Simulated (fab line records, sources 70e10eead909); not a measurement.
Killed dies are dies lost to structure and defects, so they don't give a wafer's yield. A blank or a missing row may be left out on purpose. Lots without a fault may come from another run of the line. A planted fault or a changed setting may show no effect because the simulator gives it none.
fab line records | flow nand_harc
record lots=24 wafers=72 last_day=25
route steps=1159 shown A_ONON_D1@445 A_CHANNEL_HOLE_D1@473 A_CHANNEL_FILL_D1@495 A_STAIRCASE@530
lots that met no fault: from a run of the same line without faults
start_h: hours from the record's first day to the start of the lot's first wafer shown | wait_h: hours since the lot's step before | " the same as in the row above | L1.1+2: a row that stands for several wafers | - no value, or no start given | * or withheld: withheld | < > ~ a bound
route shown NAME@n: a module of which the file shows steps, and the number in the route of the first | usual: mean/standard deviation of fault-free wafers | same: alike in all rows | chamber/n: place in a boat | sites: the reading at each site | _std_site: their standard deviation | _edge_site: outer sites' mean less inner sites' | radius_mm: how far each site lies from the wafer's centre | mask NAME#n: copy n | behind: the tool/chamber that last shaped the wafer | hold: why the lot was held/for how many hours/how that ended | device: the transistor (n, p or np) that didn't switch | end of line: the same wafers' tests at the end of the route | a step without rows: its recipe alone | killed: dies lost to structure and defects at the first sort, not the wafer's yield | map: a wafer's dies, x killed, . not, _ none there
set.NAME: the setting as run; set.NAME@STEP: as run at that earlier step | model.NAME: the simulator's own value behind a step, which no gauge read
steps of the route over a sample of lots; a table a step, a row a wafer
services: from which hour (start_h, from the record's first day; less than 0 if before it) a tool's chamber was out of use, for how many hours, and why
## steps
# step NHARC_A_ONON_D1_THK_MEAS_30
# recipe thk_meas_gauge=ellipsometry
# usual thk_nm=1001/8
# columns lot.wafer tool chamber start_h wait_h thk_nm
L074.3 film_metro-02 - 175.01 - 998
L074.4 " - " " 997
L074.5 " - " " 997
L075.2 film_metro-01 - 182.62 - 1004
L075.4 " - " " 1004
L075.5 " - " " 1002
L076.2 film_metro-02 - 182.63 - 996
L076.3 " - " " 998
L076.6 " - " " 998
L079.1 film_metro-01 - 188.79 - 999
L079.4 " - " " 999
L079.5 " - " " 1001
L077.1 film_metro-02 - 188.83 - 994
L077.4 " - " " 992
L077.5 " - " " 995
L078.1 film_metro-02 - 195.69 - 1016
L078.3 " - " " 1016
L078.4 " - " " 1015
L080.2 film_metro-02 - 204.34 - 996
L080.5 " - " " 995
L080.6 " - " " 996
L081.2 film_metro-02 - 214.68 - 995
L081.4 " - " " 997
L081.6 " - " " 998
L082.1 film_metro-02 - 225.62 - 993
L082.2 " - " " 994
L082.6 " - " " 994
L083.3 film_metro-01 - 225.64 - 1012
L083.4 " - " " 1013
L083.5 " - " " 1013
L084.1 film_metro-02 - 225.68 - 1002
L084.3 " - " " 999
L084.4 " - " " 1001
L086.2 film_metro-02 - 245.27 - 1001
L086.3 " - " " 1002
L086.5 " - " " 1005
L088.1 film_metro-01 - 245.29 - 1001
L088.3 " - " " 1002
L088.6 " - " " 1001
L087.2 film_metro-02 - 245.41 - 1008
L087.4 " - " " 1006
L087.5 " - " " 1008
L085.1 film_metro-01 - 257.65 - 1013
L085.2 " - " " 1013
L085.3 " - " " 1013
L089.3 film_metro-01 - 262.55 - 990
L089.5 " - " " 989
L089.6 " - " " 992
L090.1 film_metro-02 - 267.51 - 1003
L090.4 " - " " 1002
L090.5 " - " " 1002
L091.3 film_metro-01 - 267.53 - 990
L091.4 " - " " 990
L091.5 " - " " 992
L092.3 film_metro-02 - 282.39 - 1005
L092.5 " - " " 1005
L092.6 " - " " 1003
L093.1 film_metro-01 - 282.41 - 1012
L093.3 " - " " 1011
L093.5 " - " " 1012
L094.1 film_metro-02 - 289.98 - 1006
L094.3 " - " " 1006
L094.6 " - " " 1008
L097.1 film_metro-02 - 305.66 - 983
L097.2 " - " " 983
L097.6 " - " " 984
L095.1 film_metro-02 - 305.80 - 1003
L095.3 " - " " 1000
L095.5 " - " " 1003
L096.2 film_metro-02 - 316.00 - 991
L096.4 " - " " 994
L096.5 " - " " 994
# step NHARC_A_CHANNEL_HOLE_D1_ETCH_21
# recipe bias_v=3000 source_w=withheld pressure_mtorr=20 time_s=514.3 ar_flow_sccm=375 c4f8_flow_sccm=89.3 o2_flow_sccm=35.7 temp_c=-20 target_depth_a=16000 chemistry=C4F8/O2/Ar
# usual drypump_motor_current_A=5.8/0.51 he_backside_leak_sccm=5.5/0.58 showerhead_plenum_p_Torr=3.73/0.063 throttle_valve_pct=32.156/0.0091
# columns lot.wafer tool chamber start_h wait_h drypump_motor_current_A he_backside_leak_sccm rf_hours_counter_h showerhead_plenum_p_Torr throttle_valve_pct
L074.4 har_etch-01 0 181.22 0.3 5.7 6.5 - 3.83 32.134
L074.3 " 1 " " 5.1 5.6 - 3.76 32.159
L074.5 " 0 " " 5.7 6.0 - 3.83 32.168
L076.2 har_etch-02 1 187.69 0.3 6.6 5.2 103 3.65 32.160
L076.3 " 1 " " 6.6 5.2 - 3.65 32.170
L076.6 " 0 " " 5.7 5.1 - 3.73 32.150
L075.2 har_etch-01 0 187.92 0.3 5.7 5.7 192 3.82 32.156
L075.4 " 0 " " 5.7 6.0 - 3.82 32.148
L075.5 " 1 " " 5.1 5.7 - 3.76 32.161
L079.1 har_etch-02 1 195.13 0.3 6.6 5.0 108 3.65 32.142
L079.4 " 1 " " 6.6 4.9 - 3.65 32.158
L079.5 " 1 " " 6.6 4.9 - 3.65 32.160
L077.1 har_etch-01 0 196.05 0.3 5.7 6.3 198 3.82 32.154
L077.4 " 0 " " 5.7 6.1 - 3.82 32.153
L077.5 " 0 " " 5.7 6.1 - 3.82 32.152
L078.1 har_etch-02 0 201.20 0.3 5.7 5.1 113 3.73 32.162
L078.3 " 1 " " 6.6 5.3 - 3.65 32.152
L078.4 " 0 " " 5.7 4.8 - 3.73 32.168
L080.2 har_etch-01 1 209.57 0.3 5.2 5.5 203 3.75 32.159
L080.6 " 0 " " 5.7 6.4 - 3.82 32.146
L080.5 " 1 " " 5.2 5.6 - 3.75 32.155
L081.2 har_etch-01 0 219.66 0.3 5.8 6.4 207 3.82 32.159
L081.4 " 1 " " 5.1 5.6 - 3.75 32.154
L081.6 " 1 " " 5.1 5.5 - 3.75 32.156
L082.1 har_etch-01 0 230.71 0.3 5.7 6.1 213 3.81 32.165
L082.2 " 1 " " 5.1 5.5 213 3.75 32.156
L082.6 " 1 " " 5.1 5.4 - 3.75 32.154
L084.1 har_etch-02 0 232.66 0.3 5.7 4.8 123 3.72 32.151
L084.4 " 1 " " 6.6 5.1 - 3.64 32.178
L084.3 " 0 " " 5.7 5.1 - 3.72 32.152
L083.3 har_etch-01 0 235.04 0.3 5.7 5.7 - 3.81 32.178
L083.4 " 1 " " 5.1 5.5 - 3.75 32.148
L083.5 " 1 " " 5.1 5.6 - 3.75 32.155
L086.2 har_etch-02 1 250.40 0.3 6.6 4.9 130 3.64 32.150
L086.3 " 0 " " 5.7 4.8 - 3.72 32.152
L086.5 " 1 " " 6.6 5.2 - 3.64 32.173
L088.1 har_etch-01 1 250.59 0.3 5.2 5.5 222 3.74 32.170
L088.3 " 1 " " 5.1 5.4 - 3.74 32.162
L088.6 " 0 " " 5.7 6.5 - 3.81 32.133
L087.2 har_etch-02 0 254.48 0.3 5.7 5.0 134 3.71 32.154
L087.4 " 0 " " 5.7 5.3 - 3.72 32.155
L087.5 " 0 " " 5.7 5.0 - 3.72 32.162
L085.2 har_etch-02 1 262.58 0.3 6.6 5.0 138 3.63 32.138
L085.1 " 0 " " 5.7 5.2 138 3.71 32.161
L085.3 " 1 " " 6.6 5.3 - 3.63 32.138
L089.3 har_etch-01 1 267.70 0.3 5.1 5.7 - 3.74 32.154
L089.5 " 0 " " 5.8 6.2 - 3.80 32.143
L089.6 " 1 " " 5.2 5.7 - 3.74 32.148
L090.1 har_etch-02 1 273.80 0.3 6.6 5.3 142 3.63 32.165
L090.4 " 0 " " 5.7 4.8 - 3.71 32.160
L090.5 " 0 " " 5.7 4.8 - 3.71 32.158
L091.3 har_etch-01 1 273.92 0.3 5.1 5.7 - 3.74 32.159
L091.4 " 0 " " 5.7 6.7 - 3.80 32.170
L091.5 " 0 " " 5.7 6.4 - 3.80 32.161
L092.3 har_etch-01 0 287.63 0.3 5.7 6.5 - 3.80 32.151
L092.6 " 0 " " 5.7 6.2 - 3.80 32.159
L092.5 " 1 " " 5.2 5.6 - 3.73 32.143
L093.1 har_etch-02 1 287.64 0.3 6.6 5.3 150 3.63 32.136
L093.3 " 0 " " 5.7 4.5 - 3.71 32.136
L093.5 " 1 " " 6.6 5.1 - 3.63 32.141
L094.1 har_etch-01 0 294.95 0.3 5.8 6.6 245 3.79 32.168
L094.3 " 0 " " 5.7 6.5 - 3.79 32.149
L094.6 " 0 " " 5.7 7.0 - 3.80 32.160
L097.1 har_etch-02 0 310.71 0.3 5.7 5.0 156 3.70 32.177
L097.2 " 1 " " 6.6 4.9 156 3.62 32.148
L097.6 " 1 " " 6.6 5.1 - 3.62 32.164
L095.1 har_etch-02 0 316.64 0.3 5.7 5.0 161 3.70 32.167
L095.3 " 0 " " 5.7 5.5 - 3.70 32.155
L095.5 " 1 " " 6.6 5.6 - 3.62 32.145
L096.2 har_etch-01 1 322.43 0.3 5.2 5.0 0 3.73 32.140
L096.4 " 0 " " 5.7 5.6 - 3.79 32.153
L096.5 " 1 " " 5.1 4.9 - 3.73 32.159
# step NHARC_A_CHANNEL_HOLE_D1_ETCH_25
# recipe bias_v=5000 source_w=withheld pressure_mtorr=20 time_s=1040.2 ar_flow_sccm=375 c4f8_flow_sccm=93.8 o2_flow_sccm=31.2 temp_c=-20 target_depth_a=15000 chemistry=C4F8/O2/Ar
# usual drypump_motor_current_A=5.8/0.51 he_backside_leak_sccm=5.5/0.86 showerhead_plenum_p_Torr=3.72/0.063 throttle_valve_pct=32.235/0.0083
# columns lot.wafer tool chamber start_h wait_h drypump_motor_current_A he_backside_leak_sccm rf_hours_counter_h showerhead_plenum_p_Torr throttle_valve_pct
L074.4 har_etch-01 0 183.83 0.7 5.7 6.3 - 3.82 32.257
L074.3 " 1 " " 5.2 5.7 - 3.76 32.233
L074.5 " 0 " " 5.7 5.9 - 3.82 32.224
L076.2 har_etch-02 1 190.16 0.6 6.6 4.8 105 3.65 32.229
L076.3 " 1 " " 6.6 4.9 - 3.65 32.225
L076.6 " 0 " " 5.7 4.5 - 3.73 32.234
L075.2 har_etch-01 0 190.45 0.7 5.7 6.4 195 3.82 32.239
L075.4 " 0 " " 5.7 6.4 - 3.82 32.243
L075.5 " 1 " " 5.1 5.6 - 3.75 32.232
L079.1 har_etch-02 1 197.62 0.6 6.6 4.9 111 3.64 32.232
L079.4 " 1 " " 6.6 4.9 - 3.64 32.234
L079.5 " 1 " " 6.6 5.0 - 3.64 32.235
L077.1 har_etch-01 0 198.58 0.6 5.7 5.8 200 3.81 32.249
L077.4 " 0 " " 5.7 5.8 - 3.81 32.235
L077.5 " 0 " " 5.7 11.7 - 3.81 32.240
L078.1 har_etch-02 0 203.74 0.6 5.7 5.2 116 3.72 32.227
L078.3 " 1 " " 6.6 4.7 - 3.64 32.230
L078.4 " 0 " " 5.7 4.8 - 3.72 32.236
L080.2 har_etch-01 1 212.12 0.7 5.1 5.6 206 3.75 32.231
L080.6 " 0 " " 5.7 6.4 - 3.81 32.251
L080.5 " 1 " " 5.1 5.6 - 3.75 32.235
L081.2 har_etch-01 0 222.12 0.6 5.7 6.2 210 3.81 32.236
L081.4 " 1 " " 5.1 5.5 - 3.75 32.238
L081.6 " 1 " " 5.1 5.5 - 3.75 32.244
L082.1 har_etch-01 0 233.19 0.6 5.7 6.6 215 3.81 32.240
L082.2 " 1 " " 5.1 5.9 215 3.74 32.233
L082.6 " 1 " " 5.1 9.0 - 3.74 32.237
L084.1 har_etch-02 0 235.21 0.7 5.7 4.9 126 3.71 32.235
L084.4 " 1 " " 6.6 5.0 - 3.63 32.240
L084.3 " 0 " " 5.7 4.7 - 3.71 32.243
L083.3 har_etch-01 0 237.66 0.7 5.7 6.6 - 3.80 32.236
L083.4 " 1 " " 5.1 5.6 - 3.74 32.238
L083.5 " 1 " " 5.1 5.5 - 3.74 32.222
L086.2 har_etch-02 1 252.94 0.7 6.6 4.6 133 3.63 32.241
L086.3 " 0 " " 5.7 5.0 - 3.71 32.232
L086.5 " 1 " " 6.6 4.5 - 3.63 32.240
L088.1 har_etch-01 1 253.13 0.7 5.2 5.6 224 3.74 32.226
L088.3 " 1 " " 5.1 5.5 - 3.74 32.228
L088.6 " 0 " " 5.7 6.5 - 3.80 32.244
L087.2 har_etch-02 0 256.96 0.6 5.7 4.9 137 3.71 32.229
L087.4 " 0 " " 5.7 5.0 - 3.71 32.225
L087.5 " 0 " " 5.7 5.0 - 3.71 32.231
L085.2 har_etch-02 1 265.04 0.6 6.6 4.8 141 3.63 32.229
L085.1 " 0 " " 5.7 5.2 141 3.71 32.232
L085.3 " 1 " " 6.6 5.4 - 3.63 32.233
L089.3 har_etch-01 1 270.38 0.7 5.2 5.4 - 3.73 32.233
L089.5 " 0 " " 5.8 6.9 - 3.80 32.254
L089.6 " 1 " " 5.1 5.5 - 3.73 32.233
L090.1 har_etch-02 1 276.35 0.7 6.5 5.4 144 3.62 32.242
L090.4 " 0 " " 5.7 4.6 - 3.70 32.246
L090.5 " 0 " " 5.7 5.1 - 3.71 32.226
L091.3 har_etch-01 1 276.54 0.7 5.2 5.8 - 3.73 32.239
L091.4 " 0 " " 5.7 6.6 - 3.79 32.248
L091.5 " 0 " " 5.7 6.6 - 3.79 32.223
L093.1 har_etch-02 1 290.13 0.6 6.6 4.9 153 3.62 32.225
L093.3 " 0 " " 5.7 4.8 - 3.70 32.235
L093.5 " 1 " " 6.6 4.9 - 3.62 32.236
L092.3 har_etch-01 0 290.25 0.7 5.7 6.8 - 3.79 32.231
L092.6 " 0 " " 5.8 6.3 - 3.79 32.233
L092.5 " 1 " " 5.2 5.9 - 3.73 32.244
L094.1 har_etch-01 0 297.41 0.6 5.7 6.5 248 3.79 32.225
L094.3 " 0 " " 5.7 6.9 - 3.79 32.245
L094.6 " 0 " " 5.7 6.2 - 3.79 32.234
L097.1 har_etch-02 0 313.18 0.6 5.7 4.6 158 3.70 32.223
L097.2 " 1 " " 6.6 5.1 158 3.62 32.231
L097.6 " 1 " " 6.6 5.3 - 3.62 32.231
L095.1 har_etch-02 0 319.19 0.7 5.7 5.2 164 3.69 32.244
L095.3 " 0 " " 5.7 4.9 - 3.69 32.230
L095.5 " 1 " " 6.6 4.9 - 3.61 32.235
L096.2 har_etch-01 1 324.91 0.6 5.1 5.0 3 3.72 32.250
L096.4 " 0 " " 5.7 5.8 - 3.79 32.241
L096.5 " 1 " " 5.1 5.1 - 3.72 32.235
# step NHARC_A_CHANNEL_FILL_D1_ALD_15
# recipe target_thk_a=20 pulse_time_s=60 ald_cycles=19 temp_c=630 pressure_torr=2 material=SiNx
# usual precursor_pulse_height_rel=1.001/0.022
# columns lot.wafer tool chamber start_h wait_h precursor_pulse_height_rel
L074.3 ald_sin_batch-03 0 - - 0.997
L074.4 " 0 " " 1.001
L074.5 " 0 " " 1.002
L075.2 ald_sin_batch-01 0 - - 0.993
L075.4 " 0 " " 0.999
L075.5 " 0 " " 0.961
L076.2 ald_sin_batch-01 0 - - 0.948
L076.3 " 0 " " 1.008
L076.6 " 0 " " 1.025
L077.1 ald_sin_batch-02 0 - - 0.982
L077.4 " 0 " " 0.998
L077.5 " 0 " " 0.993
L079.1 ald_sin_batch-02 0 - - 1.033
L079.4 " 0 " " 1.008
L079.5 " 0 " " 1.010
L078.1 ald_sin_batch-02 0 - - 1.004
L078.3 " 0 " " 0.976
L078.4 " 0 " " 1.023
L080.2 ald_sin_batch-01 0 - - 1.019
L080.5 " 0 " " 0.927
L080.6 " 0 " " 0.980
L081.2 ald_sin_batch-03 0 - - 1.056
L081.4 " 0 " " 0.983
L081.6 " 0 " " 0.973
L082.1 ald_sin_batch-02 0 - - 0.956
L082.2 " 0 " " 0.963
L082.6 " 0 " " 1.013
L084.1 ald_sin_batch-02 0 - - 1.003
L084.3 " 0 " " 1.006
L084.4 " 0 " " 1.009
L083.3 ald_sin_batch-03 0 - - 0.980
L083.4 " 0 " " 1.019
L083.5 " 0 " " 1.017
L086.2 ald_sin_batch-02 0 - - 1.037
L086.3 " 0 " " 1.004
L086.5 " 0 " " 0.997
L088.1 ald_sin_batch-02 0 - - 1.016
L088.3 " 0 " " 1.005
L088.6 " 0 " " 1.041
L087.2 ald_sin_batch-01 0 - - 0.978
L087.4 " 0 " " 1.011
L087.5 " 0 " " 1.043
L085.1 ald_sin_batch-03 0 - - 0.982
L085.2 " 0 " " 1.020
L085.3 " 0 " " 0.960
L089.3 ald_sin_batch-03 0 - - 0.992
L089.5 " 0 " " 0.996
L089.6 " 0 " " 1.013
L090.1 ald_sin_batch-02 0 - - 1.026
L090.4 " 0 " " 1.032
L090.5 " 0 " " 0.954
L091.3 ald_sin_batch-02 0 - - 0.981
L091.4 " 0 " " 0.956
L091.5 " 0 " " 1.003
L092.3 ald_sin_batch-01 0 - - 0.979
L092.5 " 0 " " 0.998
L092.6 " 0 " " 1.008
L093.1 ald_sin_batch-01 0 - - 1.013
L093.3 " 0 " " 0.965
L093.5 " 0 " " 1.017
L094.1 ald_sin_batch-03 0 - - 0.985
L094.3 " 0 " " 1.002
L094.6 " 0 " " 1.051
L097.1 ald_sin_batch-02 0 - - 0.957
L097.2 " 0 " " 1.005
L097.6 " 0 " " 0.973
L095.1 ald_sin_batch-02 0 - - 1.003
L095.3 " 0 " " 1.012
L095.5 " 0 " " 1.006
L096.2 ald_sin_batch-01 0 - - 0.993
L096.4 " 0 " " 1.000
L096.5 " 0 " " 0.992
# step NHARC_A_CHANNEL_FILL_D1_STRIP_28
# recipe time_s=20 o2_flow_sccm=500 ar_flow_sccm=0 bias_w=0 chemistry=O2
# usual drypump_motor_current_A=6.0/0.32 oes_product_au=0.999/0.011 rf_vpp_V=57.8/0.82 showerhead_plenum_p_Torr=3.55/0.15 throttle_valve_pct=17.037/0.0083
# columns lot.wafer tool chamber start_h wait_h drypump_motor_current_A oes_product_au rf_hours_counter_h rf_vpp_V showerhead_plenum_p_Torr throttle_valve_pct
L074.3 rie_diel-10 3 210.82 0.1 6.2 1.009 1 57.8 3.53 17.036
L074.4 " 1 " " 5.8 0.995 1 57.9 3.80 17.057
L074.5 " 3 " " 6.2 1.010 - 56.7 3.53 17.031
L075.4 rie_diel-10 3 217.41 0.1 6.2 1.004 1 58.0 3.53 17.041
L075.2 " 0 " " 6.2 1.009 1 58.2 3.55 17.033
L075.5 " 1 " " 5.7 0.989 - 59.1 3.80 17.032
L076.3 rie_diel-09 2 217.41 0.1 5.5 0.991 5 57.8 3.42 17.022
L076.2 " 3 " " 6.3 0.995 5 56.7 3.50 17.048
L076.6 " 1 " " 5.5 0.984 - 57.7 3.46 17.037
L079.1 rie_diel-08 1 224.90 0.1 6.2 0.983 19 56.4 3.46 17.029
L079.4 " 1 " " 6.1 0.982 - 57.5 3.46 17.035
L079.5 " 3 " " 6.2 1.006 - 56.7 3.38 17.028
L077.1 rie_diel-10 3 224.90 0.1 6.2 1.010 1 57.9 3.53 17.021
L077.5 " 3 " " 6.2 1.011 - 57.5 3.53 17.042
L077.4 " 1 " " 5.7 1.008 - 57.9 3.80 17.049
L078.3 rie_diel-10 1 231.10 0.1 5.7 1.003 1 58.9 3.80 17.034
L078.4 " 2 " " 6.0 0.992 1 58.2 3.36 17.048
L078.1 " 0 " " 6.1 1.010 1 57.8 3.55 17.044
L080.2 rie_diel-10 3 239.57 0.1 6.2 1.007 1 58.3 3.53 17.027
L080.6 " 1 " " 5.8 0.991 - 59.1 3.80 17.026
L080.5 " 2 " " 6.0 0.993 - 58.8 3.36 17.032
L081.4 rie_diel-10 2 252.06 0.1 6.0 0.983 1 57.7 3.36 17.040
L081.2 " 1 " " 5.7 0.989 1 58.5 3.80 17.031
L081.6 " 3 " " 6.2 1.009 - 57.9 3.53 17.030
L084.4 rie_diel-10 3 260.21 0.1 6.2 1.015 2 59.2 3.53 17.048
L084.1 " 0 " " 6.1 1.018 2 57.3 3.55 17.045
L084.3 " 1 " " 5.8 0.998 2 58.4 3.80 17.031
L082.1 rie_diel-10 1 260.24 0.1 5.8 1.000 2 58.8 3.80 17.042
L082.2 " 0 " " 6.2 1.000 2 58.3 3.55 17.038
L082.6 " 2 " " 6.0 0.986 - 57.2 3.36 17.039
L083.4 rie_diel-09 1 264.39 0.1 5.5 0.983 0 57.4 3.46 17.050
L083.3 " 2 " " 5.6 1.003 0 57.6 3.42 17.041
L083.5 " 1 " " 5.5 0.975 - 57.9 3.46 17.039
L088.3 rie_diel-09 1 280.09 0.1 5.5 0.978 0 59.0 3.46 17.035
L088.1 " 0 " " 6.4 0.998 0 58.2 3.71 17.035
L088.6 " 1 " " 5.5 0.984 - 57.5 3.46 17.042
L086.3 rie_diel-10 2 280.09 0.1 6.0 1.001 2 57.1 3.36 17.038
L086.2 " 3 " " 6.2 1.033 2 57.2 3.53 17.052
L086.5 " 1 " " 5.8 1.011 - 58.2 3.80 17.036
L087.4 rie_diel-10 0 284.84 0.1 6.1 1.009 2 58.6 3.55 17.033
L087.2 " 1 " " 5.8 1.002 2 59.1 3.80 17.045
L087.5 " 3 " " 6.2 1.012 - 58.8 3.53 17.040
L085.2 rie_diel-10 0 292.24 0.1 6.1 1.003 3 58.8 3.55 17.047
L085.1 " 1 " " 5.8 1.002 3 58.5 3.80 17.050
L085.3 " 2 " " 6.1 0.992 3 58.2 3.36 17.044
L089.3 rie_diel-10 3 297.96 0.1 6.2 1.004 3 57.5 3.53 17.045
L089.5 " 0 " " 6.2 1.011 - 57.6 3.55 17.038
L089.6 " 1 " " 5.8 1.005 - 59.9 3.80 17.036
L091.4 rie_diel-10 0 305.31 0.1 6.2 1.002 3 56.9 3.55 17.037
L091.3 " 2 " " 6.0 0.995 3 58.0 3.36 17.040
L091.5 " 0 " " 6.1 1.014 - 58.0 3.55 17.032
L090.1 rie_diel-09 1 305.34 0.1 5.4 0.979 2 57.1 3.46 17.033
L090.5 " 2 " " 5.5 0.998 - 57.0 3.42 17.044
L090.4 " 1 " " 5.4 0.987 - 59.2 3.46 17.035
L093.3 rie_diel-10 3 319.05 0.1 6.2 1.018 3 58.1 3.53 17.032
L093.1 " 0 " " 6.1 1.006 3 58.2 3.55 17.049
L093.5 " 2 " " 6.0 0.990 - 56.0 3.36 17.037
L092.3 rie_diel-08 1 319.07 0.1 6.2 0.986 1 56.5 3.45 17.037
L092.5 " 1 " " 6.2 0.986 - 57.2 3.45 17.038
L092.6 " 2 " " 4.9 0.998 - 59.0 3.73 17.027
L094.3 rie_diel-09 2 325.48 0.1 5.5 1.004 3 58.1 3.42 17.042
L094.1 " 3 " " 6.3 1.008 2 56.6 3.50 17.041
L094.6 " 2 " " 5.5 1.001 - 56.0 3.42 17.034
L097.2 rie_diel-10 0 340.22 0.1 6.2 1.000 4 57.7 3.55 17.038
L097.1 " 2 " " 6.0 0.996 4 56.3 3.36 17.042
L097.6 " 0 " " 6.1 1.002 - 57.2 3.55 17.053
L095.3 rie_diel-10 2 347.24 0.1 6.1 0.986 4 58.8 3.36 17.036
L095.1 " 1 " " 5.8 1.007 4 58.2 3.80 17.047
L095.5 " 3 " " 6.2 1.002 - 58.5 3.53 17.024
L096.2 rie_diel-09 0 353.31 0.1 6.3 0.997 3 57.0 3.70 17.042
L096.4 " 3 " " 6.3 1.007 3 58.3 3.50 17.035
L096.5 " 1 " " 5.4 0.985 - 57.3 3.46 17.045
# step NHARC_A_STAIRCASE_DESCUM_168
# recipe time_s=3 o2_flow_sccm=200 ar_flow_sccm=0 bias_power_w=0 chemistry=O2
# usual drypump_motor_current_A=5.72/0.21 oes_product_au=0.996/0.0086 rf_vpp_V=57.8/0.86 showerhead_plenum_p_Torr=1.90/0.098 throttle_valve_pct=11.311/0.0095
# columns lot.wafer tool chamber start_h wait_h drypump_motor_current_A oes_product_au rf_hours_counter_h rf_vpp_V showerhead_plenum_p_Torr throttle_valve_pct
L074.3 rie_diel-04 0 236.45 - 5.73 1.006 42 57.5 1.97 11.305
L074.4 " 1 " " 5.49 0.990 44 57.6 1.89 11.300
L074.5 " 3 " " 6.01 0.987 - 58.1 1.98 11.311
L076.2 rie_diel-04 0 243.64 - 5.66 0.996 43 57.3 1.97 11.314
L076.3 " 2 " " 5.61 1.004 47 58.0 2.06 11.300
L076.6 " 3 " " 5.96 0.991 - 58.8 1.98 11.294
L075.2 rie_diel-04 0 243.78 - 5.73 0.994 43 58.3 1.97 11.310
L075.4 " 1 " " 5.48 0.981 45 57.1 1.89 11.311
L075.5 " 0 " " 5.74 1.001 - 58.1 1.97 11.318
L077.1 rie_diel-05 2 249.53 - 5.34 0.985 28 57.3 1.90 11.303
L077.4 " 3 " " 5.78 1.008 31 59.9 2.07 11.316
L077.5 " 1 " " 5.75 0.979 - 57.9 1.82 11.316
L079.1 rie_diel-05 1 249.78 - 5.75 0.995 34 56.7 1.82 11.322
L079.4 " 0 " " 5.70 1.000 32 56.9 1.80 11.311
L079.5 " 2 " " 5.32 0.993 - 59.1 1.90 11.312
L078.1 rie_diel-05 0 256.12 - 5.73 0.989 35 58.3 1.80 11.305
L078.4 " 1 " " 5.71 0.989 37 56.1 1.82 11.332
L078.3 " 2 " " 5.33 0.999 30 58.8 1.90 11.303
L080.2 rie_diel-04 1 265.04 - 5.49 1.002 55 56.7 1.89 11.319
L080.5 " 3 " " 5.95 0.993 - 57.9 1.98 11.307
L080.6 " 0 " " 5.72 0.997 - 57.9 1.97 11.311
L081.4 rie_diel-05 2 276.72 - 5.36 1.005 38 57.0 1.90 11.322
L081.2 " 0 " " 5.70 0.993 43 56.3 1.80 11.302
L081.6 " 1 " " 5.74 0.989 - 57.6 1.82 11.324
L084.3 rie_diel-04 3 285.03 - 5.96 0.993 60 57.8 1.98 11.325
L084.4 " 0 " " 5.74 1.006 59 57.6 1.97 11.318
L084.1 " 2 " " 5.62 1.004 62 58.0 2.06 11.317
L082.2 rie_diel-06 2 285.19 - 5.71 0.999 13 56.8 1.80 11.300
L082.1 " 0 " " 5.57 1.003 14 56.7 1.78 11.320
L082.6 " 2 " " 5.70 0.995 - 57.7 1.80 11.305
L083.3 rie_diel-06 3 291.82 - 5.74 1.009 14 58.1 1.98 11.314
L083.4 " 0 " " 5.57 0.993 16 57.7 1.78 11.306
L083.5 " 3 " " 5.75 1.008 - 57.8 1.98 11.311
L086.3 rie_diel-05 3 305.68 - 5.79 0.997 54 59.7 2.06 11.332
L086.2 " 1 " " 5.72 0.982 56 58.1 1.81 11.300
L086.5 " 3 " " 5.79 0.997 - 59.8 2.06 11.304
L088.1 rie_diel-05 1 305.86 - 5.73 0.994 57 57.8 1.81 11.327
L088.3 " 2 " " 5.33 0.999 51 57.6 1.89 11.319
L088.6 " 2 " " 5.33 0.996 - 57.0 1.89 11.311
L087.2 rie_diel-05 0 310.60 - 5.71 0.998 56 58.6 1.79 11.307
L087.4 " 1 " " 5.75 0.980 58 57.6 1.81 11.310
L087.5 " 3 " " 5.78 1.005 - 57.6 2.06 11.314
L085.1 rie_diel-04 3 317.20 - 5.96 0.982 8 58.2 1.98 11.306
L085.3 " 0 " " 5.72 0.997 8 58.0 1.97 11.326
L085.2 " 1 " " 5.47 0.981 7 57.9 1.89 11.328
L089.3 rie_diel-04 0 324.09 - 5.68 0.998 10 57.4 1.96 11.313
L089.5 " 0 " " 5.68 1.002 - 58.0 1.96 11.310
L089.6 " 1 " " 5.47 0.988 - 57.3 1.88 11.310
L091.4 rie_diel-05 2 329.91 - 5.34 0.998 59 57.2 1.89 11.307
L091.3 " 3 " " 5.78 1.000 62 58.3 2.05 11.290
L091.5 " 1 " " 5.71 0.987 - 58.1 1.81 11.301
L090.4 rie_diel-04 1 330.07 - 5.48 0.988 13 58.3 1.88 11.308
L090.1 " 2 " " 5.62 1.004 4 58.6 2.05 11.306
L090.5 " 3 " " 5.97 0.997 - 57.7 1.97 11.312
L093.1 rie_diel-06 3 344.46 - 5.74 0.999 35 59.0 1.97 11.318
L093.3 " 2 " " 5.71 0.996 36 56.8 1.80 11.310
L093.5 " 0 " " 5.60 0.999 - 56.6 1.78 11.310
L092.3 rie_diel-06 2 344.64 - 5.69 0.989 36 57.3 1.80 11.293
L092.5 " 0 " " 5.57 0.999 - 57.2 1.78 11.331
L092.6 " 1 " " 6.24 1.009 - 57.6 1.80 11.307
L094.1 rie_diel-06 2 350.56 - 5.71 0.985 39 58.4 1.80 11.296
L094.3 " 3 " " 5.74 1.004 37 57.8 1.97 11.327
L094.6 " 1 " " 6.16 1.006 - 58.9 1.80 11.306
L097.2 rie_diel-05 3 365.03 - 5.78 1.000 6 57.1 2.05 11.328
L097.1 " 1 " " 5.73 0.985 6 58.5 1.81 11.312
L097.6 " 2 " " 5.35 0.982 - 58.2 1.89 11.307
L095.1 rie_diel-06 0 371.99 - 5.59 1.003 45 58.1 1.77 11.312
L095.3 " 1 " " 6.19 1.012 46 57.8 1.79 11.320
L095.5 " 3 " " 5.76 1.005 - 58.1 1.97 11.314
L096.2 rie_diel-06 0 377.94 - 5.60 1.011 47 56.5 1.77 11.320
L096.4 " 1 " " 6.17 1.005 49 57.6 1.79 11.312
L096.5 " 0 " " 5.61 1.004 - 57.2 1.77 11.305
## services
# columns tool chamber start_h hours kind
rie_diel-04 1 160.85 3.3 repair
rie_diel-05 - 163.60 9.0 pm
rie_diel-10 - 176.50 9.0 pm
rie_diel-06 1 202.75 4.9 repair
rie_diel-05 2 203.27 8.7 repair
rie_diel-06 1 215.78 28.6 repair
rie_diel-08 0 222.34 17.2 repair
rie_diel-10 0 224.04 5.8 repair
rie_diel-06 - 242.80 9.0 pm
rie_diel-09 - 254.10 9.0 pm
rie_diel-04 - 275.37 1.1 repair
rie_diel-09 0 288.13 14.4 repair
rie_diel-04 - 289.03 9.0 pm
rie_diel-06 0 298.58 3.3 repair
rie_diel-09 3 301.91 18.4 repair
har_etch-01 - 305.00 17.0 pm
rie_diel-04 2 307.44 18.4 repair
ald_sin_batch-03 - 314.00 26.0 pm
rie_diel-09 - 329.72 0.4 repair
rie_diel-05 - 340.60 9.0 pm
rie_diel-09 0 342.52 5.1 repair
rie_diel-10 - 353.50 9.0 pm
rie_diel-09 0 372.51 3.0 repair
rie_diel-10 0 372.66 6.3 repair
## key
fault none
